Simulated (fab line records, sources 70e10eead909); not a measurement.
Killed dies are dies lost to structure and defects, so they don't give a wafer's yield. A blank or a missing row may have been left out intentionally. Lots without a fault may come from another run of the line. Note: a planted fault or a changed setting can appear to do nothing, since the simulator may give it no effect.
fab line records	flow nand-harc
record lots=24	wafers=72	last-day=25
route steps=1159 shown A_CONTACT@923 A_BLC@983 A_M0@1009
lots that met no fault: from a run of the same line without faults
start-h: hours from the record's first day to the start of the lot's first wafer shown	wait-h: hours elapsed since this lot's preceding step	" the same as in the row above	L1.1+2: one row covering several wafers at once	- no value, or no start given	* or withheld: withheld	< > ~ a bound
route shown NAME@n: NAME is a module with steps in the file, n the number in the route of the first one	usual: mean/standard deviation taken from wafers without a fault	same: alike in all rows	chamber/n: place in a boat	sites: each site's reading	_std_site: the values' standard deviation	_edge_site: outer sites' mean less inner sites'	radius-mm: how far each site lies from the wafer's centre	mask NAME#n: copy n	behind: tool/chamber where the wafer was last shaped	hold: why the lot went on hold/how many hours it stayed there/how the hold came to an end	device: the n, p or np transistor that did not switch	end of line: the same wafers' tests at the end of the route	for a step that has no rows: nothing shown but its recipe	killed: dies lost to structure and defects at the first sort, not the wafer's yield	map: dies across one wafer; x = killed, . = not, _ = none there
set.NAME: the setting as run; set.NAME@STEP: as run at that earlier step	model.NAME: the simulator's own value behind a step, which no gauge read
steps of the route over a sample of lots; a table a step, a row a wafer
services: when a tool's chamber went out of use (start-h, in hours from the record's first day, below 0 if earlier), for how many hours, and the reason
## steps
# step NHARC_A_CONTACT_DEP_84
# recipe target-thk-a=20000	temp-c=400	material=aC
# usual throttle-valve-pct=35.000/0.0091
lot.wafer	tool	chamber	start-h	wait-h	throttle-valve-pct
L075.2	acl-dep-01	0	377.70	-	35.002
L075.4	"	0	"	"	35.003
L075.5	"	0	"	"	34.995
L074.2	acl-dep-03	0	383.55	-	34.996
L074.4	"	0	"	"	35.010
L074.5	"	0	"	"	35.000
L077.1	acl-dep-02	0	394.39	-	34.998
L077.4	"	0	"	"	35.008
L077.6	"	0	"	"	35.001
L076.1	acl-dep-02	0	396.29	-	34.997
L076.2	"	0	"	"	35.001
L076.5	"	0	"	"	35.015
L078.1	acl-dep-02	0	403.52	-	35.016
L078.3	"	0	"	"	35.028
L078.5	"	0	"	"	35.001
L080.3	acl-dep-02	0	409.47	-	35.002
L080.4	"	0	"	"	35.011
L080.5	"	0	"	"	34.998
L079.4	acl-dep-01	0	410.69	-	35.008
L079.5	"	0	"	"	35.007
L079.6	"	0	"	"	35.001
L083.1	acl-dep-03	0	423.12	-	35.009
L083.2	"	0	"	"	34.998
L083.3	"	0	"	"	35.006
L082.2	acl-dep-03	0	428.55	-	35.004
L082.3	"	0	"	"	35.003
L082.5	"	0	"	"	35.005
L081.2	acl-dep-02	0	435.88	-	34.995
L081.3	"	0	"	"	34.975
L081.5	"	0	"	"	35.001
L085.1	acl-dep-03	0	437.19	-	35.002
L085.2	"	0	"	"	35.004
L085.6	"	0	"	"	35.016
L084.1	acl-dep-01	0	439.31	-	34.989
L084.2	"	0	"	"	34.986
L084.3	"	0	"	"	35.000
L088.1	acl-dep-03	0	450.08	-	34.996
L088.2	"	0	"	"	35.004
L088.4	"	0	"	"	35.011
L087.3	acl-dep-01	0	454.02	-	34.994
L087.4	"	0	"	"	34.991
L087.5	"	0	"	"	35.012
L090.2	acl-dep-01	0	461.90	-	35.001
L090.3	"	0	"	"	35.009
L090.4	"	0	"	"	34.991
L086.1	acl-dep-03	0	464.68	-	35.000
L086.3	"	0	"	"	35.011
L086.6	"	0	"	"	34.983
L089.1	acl-dep-01	0	469.99	-	34.992
L089.2	"	0	"	"	34.994
L089.5	"	0	"	"	34.994
L091.1	acl-dep-02	0	486.12	-	34.996
L091.2	"	0	"	"	35.000
L091.6	"	0	"	"	35.000
L092.1	acl-dep-03	0	488.53	-	35.001
L092.3	"	0	"	"	34.996
L092.5	"	0	"	"	35.001
L093.3	acl-dep-02	0	490.33	-	35.021
L093.5	"	0	"	"	34.998
L093.6	"	0	"	"	35.007
L096.1	acl-dep-03	0	513.29	-	34.999
L096.3	"	0	"	"	35.005
L096.4	"	0	"	"	34.997
L094.2	acl-dep-03	0	514.75	-	34.993
L094.3	"	0	"	"	35.005
L094.4	"	0	"	"	34.984
L095.2	acl-dep-03	0	516.00	-	34.986
L095.4	"	0	"	"	35.005
L095.5	"	0	"	"	34.983
L097.3	acl-dep-03	0	526.48	-	35.003
L097.4	"	0	"	"	35.001
L097.6	"	0	"	"	34.987
# step NHARC_A_CONTACT_INSPECT_10
# usual raw-defect-count=27/13
lot.wafer	tool	chamber	start-h	wait-h	raw-defect-count
L075.2	defect-inspect-02	-	379.61	0.0	21
L075.4	"	-	"	"	33
L075.5	"	-	"	"	25
L074.2	defect-inspect-02	-	385.53	0.0	19
L074.4	"	-	"	"	13
L074.5	"	-	"	"	16
L077.1	defect-inspect-01	-	396.52	0.0	25
L077.4	"	-	"	"	23
L077.6	"	-	"	"	15
L076.1	defect-inspect-01	-	398.30	0.0	26
L076.2	"	-	"	"	33
L076.5	"	-	"	"	19
L078.1	defect-inspect-02	-	405.62	0.0	26
L078.3	"	-	"	"	23
L078.5	"	-	"	"	14
L080.3	defect-inspect-02	-	411.04	0.0	37
L080.4	"	-	"	"	32
L080.5	"	-	"	"	33
L079.4	defect-inspect-01	-	412.19	0.0	9
L079.5	"	-	"	"	14
L079.6	"	-	"	"	11
L083.1	defect-inspect-01	-	425.26	0.0	35
L083.2	"	-	"	"	28
L083.3	"	-	"	"	39
L082.2	defect-inspect-01	-	430.45	0.0	8
L082.3	"	-	"	"	10
L082.5	"	-	"	"	8
L081.2	defect-inspect-01	-	437.78	0.0	7
L081.3	"	-	"	"	7
L081.5	"	-	"	"	12
L085.1	defect-inspect-01	-	439.16	0.0	23
L085.2	"	-	"	"	40
L085.6	"	-	"	"	23
L084.1	defect-inspect-01	-	441.44	0.0	32
L084.2	"	-	"	"	26
L084.3	"	-	"	"	34
L088.1	defect-inspect-01	-	452.21	0.0	15
L088.2	"	-	"	"	14
L088.4	"	-	"	"	21
L087.3	defect-inspect-01	-	455.81	0.0	34
L087.4	"	-	"	"	31
L087.5	"	-	"	"	29
L090.2	defect-inspect-01	-	463.91	0.0	45
L090.3	"	-	"	"	34
L090.4	"	-	"	"	38
L086.1	defect-inspect-02	-	466.70	0.0	54
L086.3	"	-	"	"	40
L086.6	"	-	"	"	51
L089.1	defect-inspect-02	-	471.98	0.0	31
L089.2	"	-	"	"	35
L089.5	"	-	"	"	34
L091.1	defect-inspect-01	-	488.30	0.0	18
L091.2	"	-	"	"	10
L091.6	"	-	"	"	11
L092.1	defect-inspect-01	-	490.49	0.0	36
L092.3	"	-	"	"	41
L092.5	"	-	"	"	29
L093.3	defect-inspect-02	-	492.05	0.0	57
L093.5	"	-	"	"	45
L093.6	"	-	"	"	50
L096.1	defect-inspect-02	-	515.29	0.0	49
L096.3	"	-	"	"	51
L096.4	"	-	"	"	37
L094.2	defect-inspect-02	-	516.68	0.0	9
L094.3	"	-	"	"	17
L094.4	"	-	"	"	20
L095.2	defect-inspect-02	-	517.89	0.1	14
L095.4	"	-	"	"	12
L095.5	"	-	"	"	23
L097.3	defect-inspect-01	-	528.17	0.0	35
L097.4	"	-	"	"	35
L097.6	"	-	"	"	34
# step NHARC_A_CONTACT_ETCH_136
# recipe source-w=withheld	pressure-mtorr=20	bias-v=3000	time-s=132	target-depth-a=12870	ar-flow-sccm=withheld	c4f8-flow-sccm=withheld	o2-flow-sccm=withheld	chemistry=C4F8/O2/Ar
lot.wafer	tool	chamber	start-h	wait-h	rf-hours-counter-h
L075.2	har-cap-etch-03	0	381.49	0.1	82
L075.4	"	1	"	"	-
L075.5	"	1	"	"	-
L074.2	har-cap-etch-02	0	387.08	0.1	15
L074.4	"	0	"	"	-
L074.5	"	0	"	"	-
L077.1	har-cap-etch-01	1	397.99	0.1	60
L077.4	"	0	"	"	-
L077.6	"	1	"	"	-
L076.1	har-cap-etch-01	0	399.73	0.1	61
L076.2	"	1	"	"	61
L076.5	"	1	"	"	-
L078.1	har-cap-etch-02	1	407.30	0.1	19
L078.3	"	1	"	"	-
L078.5	"	1	"	"	-
L080.3	har-cap-etch-01	0	412.53	0.1	-
L080.4	"	1	"	"	-
L080.5	"	1	"	"	-
L079.4	har-cap-etch-02	0	413.66	0.1	-
L079.6	"	1	"	"	-
L079.5	"	0	"	"	-
L083.2	har-cap-etch-02	1	427.66	0.1	22
L083.1	"	0	"	"	22
L083.3	"	1	"	"	-
L082.2	har-cap-etch-01	0	431.83	0.1	66
L082.3	"	1	"	"	-
L082.5	"	0	"	"	-
L081.2	har-cap-etch-02	1	439.16	0.1	24
L081.3	"	0	"	"	-
L081.5	"	1	"	"	-
L085.2	har-cap-etch-02	1	440.55	0.1	25
L085.1	"	0	"	"	25
L085.6	"	1	"	"	-
L084.2	har-cap-etch-02	1	442.84	0.1	25
L084.1	"	0	"	"	25
L084.3	"	1	"	"	-
L088.1	har-cap-etch-01	0	453.64	0.1	71
L088.2	"	1	"	"	71
L088.4	"	1	"	"	-
L087.3	har-cap-etch-03	0	457.29	0.1	-
L087.4	"	1	"	"	-
L087.5	"	1	"	"	-
L090.2	har-cap-etch-02	0	465.30	0.1	29
L090.3	"	1	"	"	-
L090.4	"	0	"	"	-
L086.1	har-cap-etch-03	0	468.10	0.1	100
L086.3	"	0	"	"	-
L086.6	"	0	"	"	-
L089.2	har-cap-etch-01	1	473.35	0.1	74
L089.1	"	0	"	"	74
L089.5	"	1	"	"	-
L091.2	har-cap-etch-01	1	489.68	0.1	76
L091.1	"	0	"	"	76
L091.6	"	0	"	"	-
L092.1	har-cap-etch-03	0	491.89	0.1	103
L092.3	"	0	"	"	-
L092.5	"	1	"	"	-
L093.3	har-cap-etch-02	1	493.49	0.1	-
L093.5	"	1	"	"	-
L093.6	"	0	"	"	-
L096.1	har-cap-etch-03	1	516.71	0.1	107
L096.3	"	0	"	"	-
L096.4	"	1	"	"	-
L094.2	har-cap-etch-01	0	518.08	0.1	81
L094.4	"	1	"	"	-
L094.3	"	0	"	"	-
L095.2	har-cap-etch-03	1	520.87	0.1	107
L095.4	"	0	"	"	-
L095.5	"	1	"	"	-
L097.4	har-cap-etch-02	1	529.61	0.1	-
L097.3	"	0	"	"	-
L097.6	"	1	"	"	-
# step NHARC_A_CONTACT_CD_MEAS_15
# usual cd-nm=90.0/0.71
lot.wafer	tool	chamber	start-h	wait-h	cd-nm
L075.2	cd-sem-03	-	382.74	-	89.3
L075.4	"	-	"	"	89.1
L075.5	"	-	"	"	88.4
L074.2	cd-sem-03	-	388.05	-	89.5
L074.4	"	-	"	"	90.7
L074.5	"	-	"	"	90.5
L077.1	cd-sem-01	-	399.00	-	88.5
L077.4	"	-	"	"	89.1
L077.6	"	-	"	"	89.3
L076.1	cd-sem-02	-	400.88	-	89.9
L076.2	"	-	"	"	89.8
L076.5	"	-	"	"	88.9
L078.1	cd-sem-03	-	408.29	-	89.0
L078.3	"	-	"	"	88.9
L078.5	"	-	"	"	89.4
L080.3	cd-sem-01	-	413.51	-	90.9
L080.4	"	-	"	"	90.5
L080.5	"	-	"	"	91.4
L079.4	cd-sem-02	-	414.65	-	89.9
L079.5	"	-	"	"	89.3
L079.6	"	-	"	"	89.4
L083.1	cd-sem-03	-	428.73	-	90.7
L083.2	"	-	"	"	91.0
L083.3	"	-	"	"	89.2
L082.2	cd-sem-02	-	432.82	-	90.9
L082.3	"	-	"	"	90.1
L082.5	"	-	"	"	89.9
L081.2	cd-sem-02	-	440.23	-	89.9
L081.3	"	-	"	"	90.3
L081.5	"	-	"	"	91.1
L085.1	cd-sem-02	-	441.59	-	90.3
L085.2	"	-	"	"	89.9
L085.6	"	-	"	"	90.2
L084.1	cd-sem-02	-	443.84	-	89.9
L084.2	"	-	"	"	89.8
L084.3	"	-	"	"	91.0
L088.1	cd-sem-03	-	454.63	-	89.7
L088.2	"	-	"	"	89.7
L088.4	"	-	"	"	90.6
L087.3	cd-sem-03	-	458.24	-	90.2
L087.4	"	-	"	"	89.5
L087.5	"	-	"	"	89.6
L090.2	cd-sem-02	-	466.28	-	90.7
L090.3	"	-	"	"	89.9
L090.4	"	-	"	"	90.4
L086.1	cd-sem-03	-	469.07	-	89.7
L086.3	"	-	"	"	88.9
L086.6	"	-	"	"	89.5
L089.1	cd-sem-03	-	474.33	-	90.7
L089.2	"	-	"	"	89.4
L089.5	"	-	"	"	90.3
L091.1	cd-sem-02	-	490.69	-	90.2
L091.2	"	-	"	"	90.9
L091.6	"	-	"	"	90.1
L092.1	cd-sem-03	-	492.97	-	90.1
L092.3	"	-	"	"	89.4
L092.5	"	-	"	"	88.8
L093.3	cd-sem-03	-	494.44	-	89.7
L093.5	"	-	"	"	89.4
L093.6	"	-	"	"	88.1
L096.1	cd-sem-03	-	517.71	-	91.0
L096.3	"	-	"	"	90.1
L096.4	"	-	"	"	90.4
L094.2	cd-sem-02	-	519.05	-	91.1
L094.3	"	-	"	"	90.7
L094.4	"	-	"	"	90.5
L095.2	cd-sem-03	-	521.85	-	90.3
L095.4	"	-	"	"	90.6
L095.5	"	-	"	"	90.2
L097.3	cd-sem-02	-	530.59	-	90.6
L097.4	"	-	"	"	90.6
L097.6	"	-	"	"	91.2
# step NHARC_A_BLC_STRIP_21
# recipe o2-flow-sccm=500	ar-flow-sccm=0	bias-w=0	chemistry=O2
# usual drypump-motor-current-A=5.7/0.6	oes-product-au=0.999/0.012	rf-vpp-V=57.7/0.89	showerhead-plenum-p-Torr=3.50/0.15	throttle-valve-pct=17.036/0.0099
lot.wafer	tool	chamber	start-h	wait-h	drypump-motor-current-A	oes-product-au	rf-hours-counter-h	rf-vpp-V	showerhead-plenum-p-Torr	throttle-valve-pct
L075.2	rie-diel-08	0	387.83	0.1	5.7	0.981	8	58.3	3.28	17.044
L075.5	"	0	"	"	5.6	0.990	-	57.7	3.28	17.048
L075.4	"	1	"	"	6.0	1.007	-	59.9	3.72	17.024
L074.2	rie-diel-11	1	397.36	0.2	5.2	1.032	8	57.9	3.31	17.043
L074.4	"	3	"	"	5.9	0.996	10	58.1	3.46	17.036
L074.5	"	2	"	"	6.5	0.991	-	57.2	3.55	17.022
L077.4	rie-diel-03	1	407.05	0.1	5.4	1.008	1	57.9	3.77	17.038
L077.1	"	3	"	"	5.2	0.998	0	57.2	3.55	17.033
L077.6	"	1	"	"	5.3	1.007	-	57.1	3.77	17.045
L076.1	rie-diel-08	3	410.03	0.1	5.0	0.977	8	56.9	3.53	17.043
L076.2	"	1	"	"	6.0	1.013	8	59.5	3.72	17.021
L076.5	"	0	"	"	5.6	0.984	-	57.0	3.28	17.040
L078.3	rie-diel-03	1	414.58	0.1	5.3	0.999	1	58.9	3.76	17.029
L078.1	"	2	"	"	6.9	0.995	1	57.7	3.44	17.057
L078.5	"	0	"	"	4.9	0.992	-	57.8	3.58	17.051
L080.3	rie-diel-03	1	422.40	0.1	5.3	1.009	2	58.6	3.76	17.035
L080.4	"	3	"	"	5.3	0.993	3	57.5	3.55	17.030
L080.5	"	2	"	"	6.9	1.005	-	57.1	3.44	17.028
L079.4	rie-diel-08	0	423.58	0.1	5.6	1.000	12	58.2	3.28	17.024
L079.5	"	3	"	"	5.0	0.999	-	58.4	3.53	17.038
L079.6	"	0	"	"	5.6	0.994	-	57.4	3.28	17.030
L083.3	rie-diel-03	0	435.12	0.1	4.9	1.008	4	57.2	3.58	17.006
L083.1	"	1	"	"	5.3	1.008	4	59.9	3.76	17.025
L083.2	"	3	"	"	5.3	0.998	4	58.2	3.55	17.027
L082.2	rie-diel-03	3	437.07	0.1	5.3	1.003	4	59.0	3.55	17.025
L082.3	"	0	"	"	4.8	1.001	4	57.8	3.58	17.018
L082.5	"	0	"	"	4.8	1.004	-	56.5	3.58	17.023
L081.3	rie-diel-11	0	445.69	0.1	6.1	0.994	27	56.8	3.53	17.023
L081.2	"	2	"	"	6.5	0.995	27	58.4	3.54	17.040
L081.5	"	0	"	"	6.1	0.995	-	57.7	3.53	17.029
L085.1	rie-diel-03	3	449.15	0.1	5.3	1.006	6	58.2	3.54	17.039
L085.2	"	1	"	"	5.3	1.006	7	58.2	3.76	17.037
L085.6	"	2	"	"	6.9	1.019	-	58.0	3.44	17.035
L084.2	rie-diel-11	2	451.09	0.1	6.5	0.994	29	57.1	3.54	17.045
L084.1	"	3	"	"	5.9	0.991	30	57.9	3.45	17.035
L084.3	"	0	"	"	6.1	0.995	29	57.6	3.53	17.052
L088.4	rie-diel-03	1	458.99	0.1	5.4	0.995	8	57.2	3.76	17.054
L088.2	"	2	"	"	6.9	1.002	8	57.2	3.44	17.020
L088.1	"	0	"	"	4.8	0.997	8	56.7	3.58	17.033
L087.4	rie-diel-11	1	463.16	0.2	5.2	1.017	33	58.3	3.29	17.038
L087.3	"	2	"	"	6.5	1.014	36	58.4	3.54	17.019
L087.5	"	0	"	"	6.1	0.972	-	57.4	3.53	17.044
L090.3	rie-diel-11	2	475.97	0.1	6.5	1.000	41	57.0	3.53	17.046
L090.4	"	0	"	"	6.1	0.982	39	57.2	3.53	17.042
L090.2	"	1	"	"	5.2	1.010	38	55.8	3.29	17.025
L086.1	rie-diel-03	2	477.65	0.1	6.9	1.013	11	58.2	3.43	17.028
L086.3	"	3	"	"	5.3	1.018	11	57.5	3.54	17.051
L086.6	"	0	"	"	4.9	0.994	-	57.4	3.58	17.032
L089.1	rie-diel-11	3	479.00	0.1	5.9	0.987	44	56.4	3.45	17.034
L089.2	"	1	"	"	5.2	1.008	39	57.8	3.29	17.036
L089.5	"	2	"	"	6.5	0.997	-	59.1	3.53	17.048
L091.2	rie-diel-08	3	501.01	0.1	5.0	0.986	0	56.9	3.53	17.038
L091.1	"	1	"	"	6.0	1.022	1	56.8	3.72	17.046
L091.6	"	0	"	"	5.6	0.980	-	56.4	3.28	17.039
L092.1	rie-diel-08	3	501.86	0.1	5.0	0.981	1	57.7	3.53	17.036
L092.3	"	1	"	"	6.0	1.017	1	57.5	3.72	17.028
L092.5	"	0	"	"	5.6	0.989	-	57.2	3.28	17.042
L093.3	rie-diel-11	3	502.07	0.1	5.9	0.981	55	58.5	3.44	17.011
L093.6	"	1	"	"	5.2	1.011	-	57.9	3.29	17.034
L093.5	"	2	"	"	6.5	0.991	-	57.6	3.53	17.026
L096.3	rie-diel-08	3	524.94	0.1	5.0	0.986	2	57.8	3.53	17.020
L096.4	"	1	"	"	6.0	1.027	2	58.4	3.72	17.039
L096.1	"	2	"	"	5.7	0.991	2	56.6	3.36	17.051
L094.3	rie-diel-08	3	529.22	0.1	5.0	0.998	2	56.6	3.53	17.033
L094.2	"	1	"	"	6.0	1.020	2	58.1	3.72	17.034
L094.4	"	2	"	"	5.7	1.003	2	57.6	3.35	17.043
L095.4	rie-diel-03	0	529.97	0.1	4.8	0.996	16	58.4	3.57	17.038
L095.2	"	1	"	"	5.4	0.990	16	57.0	3.76	17.026
L095.5	"	1	"	"	5.4	0.976	-	57.1	3.76	17.040
L097.4	rie-diel-08	3	537.03	0.1	5.0	0.998	3	58.3	3.53	17.031
L097.3	"	1	"	"	6.0	1.020	3	59.4	3.72	17.036
L097.6	"	0	"	"	5.7	0.974	-	57.8	3.28	17.040
# step NHARC_A_M0_ETCH_15
# recipe target-depth-a=1500	overetch-a=150	time-s=82.5	c4f8-flow-sccm=withheld	ar-flow-sccm=400	rf-w=600	bias-w=300	chemistry=C4F8/Ar
# usual oes-product-au=0.963/0.025	rf-vpp-V=441.8/2.7
lot.wafer	tool	chamber	start-h	wait-h	oes-product-au	rf-hours-counter-h	rf-vpp-V
L075.4	rie-diel-09	1	-	-	0.905	8.9	443.7
L075.2	"	2	"	"	0.920	9.3	444.6
L075.5	"	2	"	"	0.922	-	445.1
L074.4	rie-diel-05	2	-	-	0.963	4.2	437.7
L074.2	"	0	"	"	0.967	4.5	440.5
L074.5	"	2	"	"	0.961	-	436.4
L077.4	rie-diel-05	1	-	-	0.985	5.1	439.0
L077.1	"	2	"	"	0.988	5.2	436.3
L077.6	"	1	"	"	0.990	-	440.6
L076.2	rie-diel-05	2	-	-	1.000	5.8	437.0
L076.1	"	0	"	"	0.976	6.5	439.9
L076.5	"	3	"	"	1.007	-	443.6
L078.1	rie-diel-05	3	-	-	1.003	6.4	444.7
L078.3	"	1	"	"	0.983	6.1	440.7
L078.5	"	3	"	"	0.995	-	445.1
L080.3	rie-diel-05	3	-	-	0.983	6.6	443.7
L080.4	"	0	"	"	0.953	6.7	441.6
L080.5	"	3	"	"	0.979	-	442.7
L079.4	rie-diel-09	1	-	-	0.958	11.2	443.4
L079.5	"	1	"	"	0.972	-	443.4
L079.6	"	2	"	"	0.956	-	445.6
L083.1	rie-diel-01	1	-	-	0.970	7.9	441.1
L083.2	"	3	"	"	0.968	7.2	440.6
L083.3	"	0	"	"	1.004	7.6	440.2
L082.2	rie-diel-05	1	-	-	1.005	7.6	442.2
L082.3	"	3	"	"	0.967	8.5	444.3
L082.5	"	1	"	"	1.006	-	441.3
L081.3	rie-diel-05	3	-	-	0.946	9.2	443.3
L081.2	"	0	"	"	0.948	8.8	440.1
L081.5	"	2	"	"	0.954	-	437.0
L085.2	rie-diel-09	3	-	-	0.981	1.4	445.4
L085.1	"	0	"	"	0.957	1.6	444.5
L085.6	"	2	"	"	0.992	-	444.5
L084.2	rie-diel-05	3	-	-	0.935	9.3	442.5
L084.1	"	1	"	"	0.951	8.3	439.6
L084.3	"	2	"	"	0.948	8.7	437.0
L088.4	rie-diel-05	0	-	-	0.981	9.5	439.7
L088.2	"	1	"	"	0.998	8.9	439.8
L088.1	"	3	"	"	0.965	9.7	443.6
L087.4	rie-diel-05	3	-	-	0.930	10.8	444.8
L087.3	"	0	"	"	0.948	10.8	439.9
L087.5	"	3	"	"	0.935	-	443.4
L090.2	rie-diel-01	1	-	-	0.930	12.1	442.2
L090.3	"	2	"	"	0.923	11.2	435.6
L090.4	"	3	"	"	0.934	10.0	439.2
L086.3	rie-diel-01	0	-	-	0.996	12.0	439.9
L086.1	"	1	"	"	0.983	12.2	441.9
L086.6	"	0	"	"	0.999	-	441.4
L089.1	rie-diel-09	1	-	-	0.994	3.7	443.4
L089.2	"	3	"	"	0.986	4.1	445.7
L089.5	"	2	"	"	0.967	-	443.8
L091.2	rie-diel-09	0	-	-	0.960	5.7	442.1
L091.1	"	3	"	"	0.970	5.7	444.9
L091.6	"	1	"	"	0.994	-	441.9
L092.1	rie-diel-09	2	-	-	0.970	5.1	444.6
L092.3	"	0	"	"	0.967	5.9	443.3
L092.5	"	2	"	"	0.972	-	446.6
L093.3	rie-diel-09	1	-	-	0.960	5.6	442.6
L093.5	"	2	"	"	0.965	-	445.2
L093.6	"	3	"	"	0.963	-	444.7
L096.4	rie-diel-01	3	-	-	0.970	1.1	441.6
L096.1	"	0	"	"	0.950	0.9	439.4
L096.3	"	2	"	"	0.940	1.2	436.3
L094.4	rie-diel-09	2	-	-	0.952	7.6	444.4
L094.2	"	3	"	"	0.972	8.2	444.4
L094.3	"	0	"	"	0.964	7.6	442.7
L095.4	rie-diel-09	2	-	-	0.918	7.7	444.9
L095.2	"	1	"	"	0.923	7.1	441.6
L095.5	"	3	"	"	0.927	-	445.6
L097.4	rie-diel-09	1	-	-	0.908	7.4	442.8
L097.3	"	3	"	"	0.933	8.8	444.9
L097.6	"	2	"	"	0.923	-	444.4
## services
tool	chamber	start-h	hours	kind
rie-diel-09	0	361.12	-	clean
rie-diel-09	1	361.12	-	clean
rie-diel-09	2	361.12	-	clean
rie-diel-09	3	361.12	-	clean
rie-diel-11	-	366.65	9.0	pm
rie-diel-09	-	370.91	1.0	repair
rie-diel-08	3	373.46	14.7	repair
rie-diel-05	0	374.10	-	clean
rie-diel-03	-	392.31	9.0	pm
rie-diel-05	3	405.83	1.6	repair
acl-dep-03	-	406.43	13.0	pm
rie-diel-08	-	424.65	61.7	repair
rie-diel-09	-	431.12	9.0	pm
rie-diel-01	3	462.92	6.4	repair
acl-dep-02	-	470.06	3.4	repair
acl-dep-01	-	474.92	13.0	pm
rie-diel-08	-	486.38	9.0	pm
rie-diel-01	-	492.11	9.0	pm
rie-diel-03	-	512.05	0.4	repair
rie-diel-05	-	517.60	9.0	pm
rie-diel-01	2	518.53	1.9	repair
har-cap-etch-02	-	530.33	2.3	repair
acl-dep-02	-	532.82	13.0	pm
rie-diel-01	1	537.50	3.3	repair
## key
fault none
